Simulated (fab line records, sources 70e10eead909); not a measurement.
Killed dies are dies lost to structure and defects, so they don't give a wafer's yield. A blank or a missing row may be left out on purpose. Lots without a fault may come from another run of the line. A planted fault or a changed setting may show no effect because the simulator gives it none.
Which tool did it? | flow nand_harc | 23 lots, 69 wafers sampled, at 6 steps of a route of 1159

WHAT THE GAUGES READ, wafer by wafer
The record holds no reading of a measuring or inspecting step that can be judged against a usual standard deviation.

WHICH TOOL RAN EACH LOT (tool, then ch and the chambers of the sampled wafers, then the start)
lot  | NHARC_A_STAIRCASE_TRIM_191                    | NHARC_A_STAIRCASE_TRIM_193                    | NHARC_A_STAIRCASE_STRIP_205          | NHARC_A_STAIRCASE_TRIM_222                    | NHARC_A_STAIRCASE_ETCH_230                    | NHARC_A_STAIRCASE_STRIP_238
L074 | rie_diel-06 ch 2,3, day 11 01:04 or earlier   | rie_diel-06 ch 2,3, day 11 01:04 or earlier   | plasma_asher-02 ch 0,1, day 11 01:04 | rie_diel-01 ch 0,1,2, day 11 06:41 or earlier | rie_diel-01 ch 1,2, day 11 06:41 or earlier   | plasma_asher-02 ch 0,1, day 11 06:41
L075 | rie_diel-13 ch 1,3, day 11 01:31 or earlier   | rie_diel-13 ch 1,2,3, day 11 01:31 or earlier | plasma_asher-02 ch 0,1, day 11 01:31 | rie_diel-01 ch 0,1,3, day 11 06:59 or earlier | rie_diel-13 ch 1,2, day 11 06:59 or earlier   | plasma_asher-02 ch 0,1, day 11 06:59
L076 | rie_diel-01 ch 1,3, day 11 13:56 or earlier   | rie_diel-01 ch 0,2, day 11 13:56 or earlier   | plasma_asher-01 ch 1, day 11 13:56   | rie_diel-01 ch 0,2,3, day 11 17:53 or earlier | rie_diel-13 ch 1,2,3, day 11 17:53 or earlier | plasma_asher-02 ch 0,1, day 11 17:53
L077 | rie_diel-01 ch 0,1,3, day 11 14:22 or earlier | rie_diel-01 ch 0,1, day 11 14:22 or earlier   | plasma_asher-01 ch 0,1, day 11 14:22 | rie_diel-01 ch 0,3, day 11 18:25 or earlier   | rie_diel-01 ch 0,2, day 11 18:25 or earlier   | plasma_asher-01 ch 0,1, day 11 18:25
L079 | rie_diel-13 ch 0,1,3, day 12 04:38 or earlier | rie_diel-13 ch 0,2,3, day 12 04:38 or earlier | plasma_asher-02 ch 0,1, day 12 04:38 | rie_diel-13 ch 0,1,2, day 12 08:32 or earlier | rie_diel-13 ch 0,3, day 12 08:32 or earlier   | plasma_asher-01 ch 0,1, day 12 08:32
L080 | rie_diel-06 ch 0,2, day 12 18:46 or earlier   | rie_diel-06 ch 0,1, day 12 18:46 or earlier   | plasma_asher-02 ch 0,1, day 12 18:46 | rie_diel-01 ch 2,3, day 13 00:10 or earlier   | rie_diel-13 ch 1,2,3, day 13 00:10 or earlier | plasma_asher-02 ch 0,1, day 13 00:10
L081 | rie_diel-06 ch 0,1,3, day 12 17:43 or earlier | rie_diel-06 ch 0,1,3, day 12 17:43 or earlier | plasma_asher-02 ch 0,1, day 12 17:43 | rie_diel-06 ch 1,2,3, day 12 23:53 or earlier | rie_diel-06 ch 0,2,3, day 12 23:53 or earlier | plasma_asher-02 ch 0,1, day 12 23:53
L082 | rie_diel-06 ch 0,1,3, day 13 08:25 or earlier | rie_diel-06 ch 1,2,3, day 13 08:25 or earlier | plasma_asher-01 ch 0,1, day 13 08:25 | rie_diel-01 ch 1,2,3, day 13 13:49 or earlier | rie_diel-13 ch 1,2,3, day 13 13:49 or earlier | plasma_asher-01 ch 0,1, day 13 13:49
L083 | rie_diel-06 ch 0,1,2, day 13 09:35 or earlier | rie_diel-06 ch 2,3, day 13 09:35 or earlier   | plasma_asher-02 ch 0,1, day 13 09:35 | rie_diel-13 ch 0,3, day 13 15:25 or earlier   | rie_diel-01 ch 0,1,2, day 13 15:25 or earlier | plasma_asher-01 ch 0,1, day 13 15:25
L084 | rie_diel-01 ch 0,1, day 13 20:40 or earlier   | rie_diel-01 ch 0,1, day 13 20:40 or earlier   | plasma_asher-02 ch 0,1, day 13 20:40 | rie_diel-01 ch 0,3, day 14 02:47 or earlier   | rie_diel-01 ch 2,3, day 14 02:47 or earlier   | plasma_asher-01 ch 0,1, day 14 02:47
L085 | rie_diel-06 ch 0,3, day 13 20:58 or earlier   | rie_diel-06 ch 1,3, day 13 20:58 or earlier   | plasma_asher-02 ch 0,1, day 13 20:58 | rie_diel-06 ch 2,3, day 14 01:43 or earlier   | rie_diel-06 ch 0,1,3, day 14 01:43 or earlier | plasma_asher-01 ch 0,1, day 14 01:43
L087 | rie_diel-06 ch 0,2,3, day 14 06:11 or earlier | rie_diel-06 ch 0,2,3, day 14 06:11 or earlier | plasma_asher-01 ch 0,1, day 14 06:11 | rie_diel-06 ch 1,2,3, day 14 10:40 or earlier | rie_diel-06 ch 0,2,3, day 14 10:40 or earlier | plasma_asher-01 ch 0,1, day 14 10:40
L086 | rie_diel-13 ch 1,2,3, day 14 14:13 or earlier | rie_diel-13 ch 0,3, day 14 14:13 or earlier   | plasma_asher-01 ch 0, day 14 14:13   | rie_diel-13 ch 0,3, day 14 18:20 or earlier   | rie_diel-06 ch 2,3, day 14 18:20 or earlier   | plasma_asher-02 ch 0,1, day 14 18:20
L088 | rie_diel-01 ch 0,2,3, day 14 17:07 or earlier | rie_diel-01 ch 0,2, day 14 17:07 or earlier   | plasma_asher-01 ch 0,1, day 14 17:07 | rie_diel-06 ch 0,1,3, day 14 21:12 or earlier | rie_diel-06 ch 0,1, day 14 21:12 or earlier   | plasma_asher-02 ch 0,1, day 14 21:12
L089 | rie_diel-01 ch 0,1, day 14 17:31 or earlier   | rie_diel-01 ch 1,3, day 14 17:31 or earlier   | plasma_asher-02 ch 0,1, day 14 17:31 | rie_diel-01 ch 2,3, day 14 21:27 or earlier   | rie_diel-01 ch 1,2, day 14 21:27 or earlier   | plasma_asher-01 ch 0,1, day 14 21:27
L090 | rie_diel-06 ch 1,2,3, day 15 04:46 or earlier | rie_diel-06 ch 0,1,2, day 15 04:46 or earlier | plasma_asher-01 ch 0,1, day 15 04:46 | rie_diel-06 ch 1,2,3, day 15 08:28 or earlier | rie_diel-01 ch 0,1,2, day 15 08:28 or earlier | plasma_asher-02 ch 0,1, day 15 08:28
L091 | rie_diel-13 ch 0,1,3, day 15 06:05 or earlier | rie_diel-13 ch 0,2,3, day 15 06:05 or earlier | plasma_asher-02 ch 0,1, day 15 06:05 | rie_diel-13 ch 1,2,3, day 15 09:52 or earlier | rie_diel-01 ch 0,1,3, day 15 09:52 or earlier | plasma_asher-02 ch 0,1, day 15 09:52
L092 | rie_diel-01 ch 0,1, day 15 06:30 or earlier   | rie_diel-01 ch 1,2, day 15 06:30 or earlier   | plasma_asher-02 ch 0,1, day 15 06:30 | rie_diel-13 ch 2,3, day 15 10:23 or earlier   | rie_diel-13 ch 0,3, day 15 10:23 or earlier   | plasma_asher-01 ch 0,1, day 15 10:23
L093 | rie_diel-13 ch 1,2,3, day 15 18:03 or earlier | rie_diel-13 ch 0,1,2, day 15 18:03 or earlier | plasma_asher-01 ch 0,1, day 15 18:03 | rie_diel-06 ch 0,2,3, day 15 22:32 or earlier | rie_diel-06 ch 1,2,3, day 15 22:32 or earlier | plasma_asher-02 ch 0,1, day 15 22:32
L094 | rie_diel-01 ch 2,3, day 15 23:34 or earlier   | rie_diel-01 ch 0,1, day 15 23:34 or earlier   | plasma_asher-02 ch 0,1, day 15 23:34 | rie_diel-13 ch 1,3, day 16 04:05 or earlier   | rie_diel-06 ch 1,2, day 16 04:05 or earlier   | plasma_asher-01 ch 0,1, day 16 04:05
L095 | rie_diel-13 ch 1,2, day 16 03:43 or earlier   | rie_diel-13 ch 0,1,2, day 16 03:43 or earlier | plasma_asher-01 ch 0,1, day 16 03:43 | rie_diel-01 ch 0,1,3, day 16 10:11 or earlier | rie_diel-01 ch 0,1, day 16 10:11 or earlier   | plasma_asher-01 ch 0,1, day 16 10:11
L096 | rie_diel-06 ch 0,2, day 16 14:20 or earlier   | rie_diel-06 ch 0,1,2, day 16 14:20 or earlier | plasma_asher-01 ch 0, day 16 14:20   | rie_diel-01 ch 0,1,3, day 16 18:01 or earlier | rie_diel-01 ch 1,3, day 16 18:01 or earlier   | plasma_asher-01 ch 0,1, day 16 18:01
L097 | rie_diel-13 ch 0,1,3, day 17 02:13 or earlier | rie_diel-13 ch 1,2, day 17 02:13 or earlier   | plasma_asher-02 ch 0,1, day 17 02:13 | rie_diel-01 ch 0,1,3, day 17 07:53 or earlier | rie_diel-01 ch 0,2,3, day 17 07:53 or earlier | plasma_asher-02 ch 1, day 17 07:53
- NHARC_A_STAIRCASE_TRIM_191: chemistry O2, time 211.2 s.
- NHARC_A_STAIRCASE_TRIM_193: chemistry O2, time 211.2 s.
- NHARC_A_STAIRCASE_STRIP_205: strips in O2.
- NHARC_A_STAIRCASE_TRIM_222: chemistry O2, time 211.2 s.
- NHARC_A_STAIRCASE_ETCH_230: etches the open film in C4F8/O2, target depth 100 nm, time 40.5 s.
- NHARC_A_STAIRCASE_STRIP_238: strips in O2.

WHAT THE TOOLS THEMSELVES READ (means of the sampled wafers that have a number; where no wafer has one, the mark that the record gives instead)
NHARC_A_STAIRCASE_TRIM_191. Usual: drypump_motor_current_A 6.0 A, standard deviation 0.41; mfc_ar_sccm 0.004 sccm, standard deviation 0.0095; oes_product_au 0.999 a.u., standard deviation 0.0095; rf_vpp_V 57.7 V, standard deviation 0.88; showerhead_plenum_p_Torr 3.48 Torr, standard deviation 0.15; throttle_valve_pct 17.037 %, standard deviation 0.0085.
lot  | tool        | drypump_motor_current_A (A) | mfc_ar_sccm (sccm) | oes_product_au (a.u.) | rf_vpp_V (V) | showerhead_plenum_p_Torr (Torr) | throttle_valve_pct (%) | flag
L074 | rie_diel-06 | 6.3                         | 0.023              | 1.007                 | 57.8         | 3.39                            | 17.045                 |
L075 | rie_diel-13 | 5.4                         | 0.000              | 1.006                 | 57.5         | 3.34                            | 17.030                 |
L076 | rie_diel-01 | 5.9                         | 0.000              | 0.987                 | 57.3         | 3.48                            | 17.033                 |
L077 | rie_diel-01 | 5.8                         | 0.000              | 0.987                 | 57.7         | 3.45                            | 17.040                 |
L079 | rie_diel-13 | 5.4                         | 0.000              | 0.989                 | 57.4         | 3.41                            | 17.046                 |
L080 | rie_diel-06 | 6.2                         | 0.001              | 1.005                 | 58.2         | 3.60                            | 17.042                 |
L081 | rie_diel-06 | 6.2                         | 0.012              | 0.998                 | 57.5         | 3.53                            | 17.043                 |
L082 | rie_diel-06 | 6.3                         | 0.012              | 1.005                 | 57.3         | 3.52                            | 17.029                 |
L083 | rie_diel-06 | 6.3                         | 0.001              | 1.001                 | 58.4         | 3.63                            | 17.036                 |
L084 | rie_diel-01 | 5.7                         | 0.000              | 0.998                 | 57.3         | 3.42                            | 17.036                 |
L085 | rie_diel-06 | 6.2                         | 0.022              | 1.008                 | 57.4         | 3.39                            | 17.037                 |
L087 | rie_diel-06 | 6.2                         | 0.012              | 0.997                 | 57.6         | 3.49                            | 17.037                 |
L086 | rie_diel-13 | 5.8                         | 0.004              | 0.996                 | 56.8         | 3.48                            | 17.030                 |
L088 | rie_diel-01 | 5.9                         | 0.000              | 1.007                 | 57.3         | 3.45                            | 17.031                 |
L089 | rie_diel-01 | 5.7                         | 0.000              | 1.000                 | 57.6         | 3.37                            | 17.030                 |
L090 | rie_diel-06 | 6.5                         | 0.012              | 0.993                 | 57.9         | 3.51                            | 17.043                 |
L091 | rie_diel-13 | 5.5                         | 0.000              | 0.993                 | 57.7         | 3.40                            | 17.037                 |
L092 | rie_diel-01 | 5.7                         | 0.000              | 1.010                 | 57.7         | 3.41                            | 17.037                 |
L093 | rie_diel-13 | 5.7                         | 0.004              | 1.000                 | 57.1         | 3.47                            | 17.041                 |
L094 | rie_diel-01 | 5.9                         | 0.000              | 0.998                 | 58.2         | 3.46                            | 17.041                 |
L095 | rie_diel-13 | 5.7                         | 0.004              | 0.993                 | 57.3         | 3.49                            | 17.039                 |
L096 | rie_diel-06 | 6.1                         | 0.001              | 0.992                 | 57.9         | 3.58                            | 17.029                 |
L097 | rie_diel-13 | 5.5                         | 0.000              | 0.990                 | 57.5         | 3.39                            | 17.031                 |

NHARC_A_STAIRCASE_TRIM_193. Usual: drypump_motor_current_A 6.0 A, standard deviation 0.41; mfc_ar_sccm 0.004 sccm, standard deviation 0.0096; oes_product_au 0.998 a.u., standard deviation 0.009; rf_vpp_V 57.7 V, standard deviation 0.9; showerhead_plenum_p_Torr 3.48 Torr, standard deviation 0.16; throttle_valve_pct 17.036 %, standard deviation 0.0097.
lot  | tool        | drypump_motor_current_A (A) | mfc_ar_sccm (sccm) | oes_product_au (a.u.) | rf_vpp_V (V) | showerhead_plenum_p_Torr (Torr) | throttle_valve_pct (%) | flag
L074 | rie_diel-06 | 6.4                         | 0.012              | 1.006                 | 58.0         | 3.50                            | 17.039                 |
L075 | rie_diel-13 | 5.8                         | 0.004              | 1.002                 | 57.7         | 3.31                            | 17.033                 |
L076 | rie_diel-01 | 5.8                         | 0.000              | 0.997                 | 58.1         | 3.44                            | 17.039                 |
L077 | rie_diel-01 | 5.7                         | 0.000              | 0.995                 | 57.7         | 3.43                            | 17.036                 |
L079 | rie_diel-13 | 5.9                         | 0.004              | 0.990                 | 56.9         | 3.38                            | 17.032                 |
L080 | rie_diel-06 | 6.1                         | 0.001              | 0.993                 | 58.1         | 3.64                            | 17.047                 |
L081 | rie_diel-06 | 6.3                         | 0.012              | 1.004                 | 57.0         | 3.53                            | 17.027                 |
L082 | rie_diel-06 | 6.5                         | 0.012              | 0.994                 | 57.6         | 3.52                            | 17.031                 |
L083 | rie_diel-06 | 6.4                         | 0.023              | 1.002                 | 57.5         | 3.39                            | 17.040                 |
L084 | rie_diel-01 | 5.7                         | 0.000              | 0.989                 | 57.0         | 3.42                            | 17.039                 |
L085 | rie_diel-06 | 6.3                         | 0.023              | 1.002                 | 57.1         | 3.41                            | 17.038                 |
L087 | rie_diel-06 | 6.2                         | 0.012              | 1.001                 | 57.8         | 3.49                            | 17.030                 |
L086 | rie_diel-13 | 5.6                         | 0.000              | 1.003                 | 58.0         | 3.47                            | 17.043                 |
L088 | rie_diel-01 | 5.8                         | 0.000              | 1.005                 | 57.8         | 3.42                            | 17.039                 |
L089 | rie_diel-01 | 5.7                         | 0.000              | 1.003                 | 57.4         | 3.39                            | 17.043                 |
L090 | rie_diel-06 | 6.3                         | 0.001              | 0.992                 | 58.8         | 3.62                            | 17.034                 |
L091 | rie_diel-13 | 5.8                         | 0.004              | 0.992                 | 58.3         | 3.54                            | 17.032                 |
L092 | rie_diel-01 | 5.7                         | 0.000              | 1.003                 | 57.2         | 3.33                            | 17.024                 |
L093 | rie_diel-13 | 5.8                         | 0.004              | 1.000                 | 57.6         | 3.56                            | 17.018                 |
L094 | rie_diel-01 | 5.7                         | 0.000              | 1.007                 | 58.2         | 3.41                            | 17.033                 |
L095 | rie_diel-13 | 5.8                         | 0.004              | 0.999                 | 59.2         | 3.56                            | 17.039                 |
L096 | rie_diel-06 | 6.3                         | 0.001              | 0.999                 | 57.7         | 3.61                            | 17.033                 |
L097 | rie_diel-13 | 6.1                         | 0.007              | 0.995                 | 57.4         | 3.63                            | 17.036                 |

NHARC_A_STAIRCASE_STRIP_205. Usual: drypump_motor_current_A 5.41 A, standard deviation 0.28; heater_power_w 335 W, standard deviation 33.
lot  | tool            | drypump_motor_current_A (A) | heater_power_w (W) | flag
L074 | plasma_asher-02 | 5.64                        | 302                |
L075 | plasma_asher-02 | 5.69                        | 314                |
L076 | plasma_asher-01 | 5.14                        | 389                |
L077 | plasma_asher-01 | 5.11                        | 381                |
L079 | plasma_asher-02 | 5.68                        | 317                |
L080 | plasma_asher-02 | 5.68                        | 315                |
L081 | plasma_asher-02 | 5.62                        | 304                |
L082 | plasma_asher-01 | 5.12                        | 370                |
L083 | plasma_asher-02 | 5.68                        | 310                |
L084 | plasma_asher-02 | 5.70                        | 316                |
L085 | plasma_asher-02 | 5.62                        | 302                |
L087 | plasma_asher-01 | 5.12                        | 366                |
L086 | plasma_asher-01 | 5.09                        | 348                |
L088 | plasma_asher-01 | 5.11                        | 360                |
L089 | plasma_asher-02 | 5.64                        | 304                |
L090 | plasma_asher-01 | 5.11                        | 368                |
L091 | plasma_asher-02 | 5.64                        | 303                |
L092 | plasma_asher-02 | 5.68                        | 316                |
L093 | plasma_asher-01 | 5.14                        | 370                |
L094 | plasma_asher-02 | 5.63                        | 298                |
L095 | plasma_asher-01 | 5.12                        | 366                |
L096 | plasma_asher-01 | 5.11                        | 349                |
L097 | plasma_asher-02 | 5.64                        | 305                |

NHARC_A_STAIRCASE_TRIM_222. Usual: drypump_motor_current_A 5.9 A, standard deviation 0.36; mfc_ar_sccm 0.003 sccm, standard deviation 0.0082; oes_product_au 0.997 a.u., standard deviation 0.009; rf_vpp_V 57.5 V, standard deviation 0.93; showerhead_plenum_p_Torr 3.47 Torr, standard deviation 0.15; throttle_valve_pct 17.037 %, standard deviation 0.0097.
lot  | tool        | drypump_motor_current_A (A) | mfc_ar_sccm (sccm) | oes_product_au (a.u.) | rf_vpp_V (V) | showerhead_plenum_p_Torr (Torr) | throttle_valve_pct (%) | flag
L074 | rie_diel-01 | 5.7                         | 0.000              | 0.993                 | 57.2         | 3.39                            | 17.028                 |
L075 | rie_diel-01 | 5.8                         | 0.000              | 0.988                 | 57.7         | 3.46                            | 17.039                 |
L076 | rie_diel-01 | 5.9                         | 0.000              | 1.000                 | 57.1         | 3.46                            | 17.037                 |
L077 | rie_diel-01 | 5.8                         | 0.000              | 0.997                 | 57.7         | 3.50                            | 17.034                 |
L079 | rie_diel-13 | 5.9                         | 0.004              | 0.990                 | 57.6         | 3.40                            | 17.039                 |
L080 | rie_diel-01 | 5.9                         | 0.000              | 0.998                 | 57.6         | 3.48                            | 17.034                 |
L081 | rie_diel-06 | 6.4                         | 0.012              | 1.006                 | 57.0         | 3.53                            | 17.034                 |
L082 | rie_diel-01 | 5.8                         | 0.000              | 0.994                 | 57.0         | 3.40                            | 17.037                 |
L083 | rie_diel-13 | 5.5                         | 0.000              | 0.985                 | 56.5         | 3.38                            | 17.035                 |
L084 | rie_diel-01 | 5.9                         | 0.000              | 0.995                 | 57.4         | 3.49                            | 17.045                 |
L085 | rie_diel-06 | 6.3                         | 0.023              | 1.001                 | 57.1         | 3.38                            | 17.039                 |
L087 | rie_diel-06 | 6.5                         | 0.012              | 1.003                 | 57.6         | 3.52                            | 17.041                 |
L086 | rie_diel-13 | 5.6                         | 0.000              | 1.010                 | 57.6         | 3.47                            | 17.035                 |
L088 | rie_diel-06 | 6.3                         | 0.012              | 0.999                 | 58.8         | 3.52                            | 17.045                 |
L089 | rie_diel-01 | 5.9                         | 0.000              | 0.995                 | 57.2         | 3.47                            | 17.042                 |
L090 | rie_diel-06 | 6.4                         | 0.012              | 1.000                 | 57.6         | 3.51                            | 17.037                 |
L091 | rie_diel-13 | 5.7                         | 0.004              | 0.995                 | 58.0         | 3.47                            | 17.038                 |
L092 | rie_diel-13 | 6.1                         | 0.007              | 0.992                 | 58.9         | 3.62                            | 17.037                 |
L093 | rie_diel-06 | 6.2                         | 0.012              | 0.998                 | 56.7         | 3.48                            | 17.035                 |
L094 | rie_diel-13 | 5.4                         | 0.000              | 0.997                 | 57.5         | 3.30                            | 17.031                 |
L095 | rie_diel-01 | 5.8                         | 0.000              | 1.002                 | 57.9         | 3.43                            | 17.040                 |
L096 | rie_diel-01 | 5.8                         | 0.000              | 0.999                 | 57.9         | 3.43                            | 17.036                 |
L097 | rie_diel-01 | 5.8                         | 0.000              | 1.000                 | 56.8         | 3.43                            | 17.031                 |

NHARC_A_STAIRCASE_ETCH_230. Usual: oes_product_au 0.944 a.u., standard deviation 0.017; rf_vpp_V 893 V, standard deviation 5.2.
lot  | tool        | oes_product_au (a.u.) | rf_vpp_V (V) | flag
L074 | rie_diel-01 | 0.943                 | 889          |
L075 | rie_diel-13 | 0.960                 | 889          |
L076 | rie_diel-13 | 0.921                 | 888          |
L077 | rie_diel-01 | 0.935                 | 892          |
L079 | rie_diel-13 | 0.941                 | 891          |
L080 | rie_diel-13 | 0.959                 | 894          |
L081 | rie_diel-06 | 0.944                 | 894          |
L082 | rie_diel-13 | 0.925                 | 895          |
L083 | rie_diel-01 | 0.946                 | 891          |
L084 | rie_diel-01 | 0.932                 | 892          |
L085 | rie_diel-06 | 0.940                 | 895          |
L087 | rie_diel-06 | 0.936                 | 895          |
L086 | rie_diel-06 | 0.942                 | 890          |
L088 | rie_diel-06 | 0.936                 | 899          |
L089 | rie_diel-01 | 0.944                 | 889          |
L090 | rie_diel-01 | 0.970                 | 890          |
L091 | rie_diel-01 | 0.971                 | 892          |
L092 | rie_diel-13 | 0.944                 | 894          |
L093 | rie_diel-06 | 0.937                 | 895          |
L094 | rie_diel-06 | 0.962                 | 899          |
L095 | rie_diel-01 | 0.955                 | 891          |
L096 | rie_diel-01 | 0.952                 | 891          |
L097 | rie_diel-01 | 0.944                 | 892          |

NHARC_A_STAIRCASE_STRIP_238. Usual: drypump_motor_current_A 5.40 A, standard deviation 0.28; heater_power_w 336 W, standard deviation 32.
lot  | tool            | drypump_motor_current_A (A) | heater_power_w (W) | flag
L074 | plasma_asher-02 | 5.64                        | 306                |
L075 | plasma_asher-02 | 5.68                        | 315                |
L076 | plasma_asher-02 | 5.64                        | 304                |
L077 | plasma_asher-01 | 5.12                        | 365                |
L079 | plasma_asher-01 | 5.11                        | 368                |
L080 | plasma_asher-02 | 5.65                        | 304                |
L081 | plasma_asher-02 | 5.64                        | 301                |
L082 | plasma_asher-01 | 5.14                        | 362                |
L083 | plasma_asher-01 | 5.12                        | 362                |
L084 | plasma_asher-01 | 5.11                        | 363                |
L085 | plasma_asher-01 | 5.11                        | 353                |
L087 | plasma_asher-01 | 5.13                        | 353                |
L086 | plasma_asher-02 | 5.65                        | 306                |
L088 | plasma_asher-02 | 5.72                        | 313                |
L089 | plasma_asher-01 | 5.12                        | 363                |
L090 | plasma_asher-02 | 5.70                        | 317                |
L091 | plasma_asher-02 | 5.69                        | 316                |
L092 | plasma_asher-01 | 5.12                        | 356                |
L093 | plasma_asher-02 | 5.68                        | 302                |
L094 | plasma_asher-01 | 5.13                        | 356                |
L095 | plasma_asher-01 | 5.10                        | 358                |
L096 | plasma_asher-01 | 5.15                        | 367                |
L097 | plasma_asher-02 | 5.75                        | 307                |

THE ANSWER, worked out from the rows above alone
Rule: a lot is off if the mean of its wafers that have a number lies more than 3 standard deviations from the usual mean. A lot without any number at a reading at which 4 lots or more have one is off too. The other lots that the step has rows for count as sound. The gauges are gone through in route order, then the tools' own readings, and for those a lot's mean is taken as printed above. The first step at which some lot is off is used, and at that step the reading that is off furthest; a lot without a number counts as furthest.
No lot is off at any reading shown: from this, nothing can be told.

WHAT THE SIMULATOR HAD PUT IN
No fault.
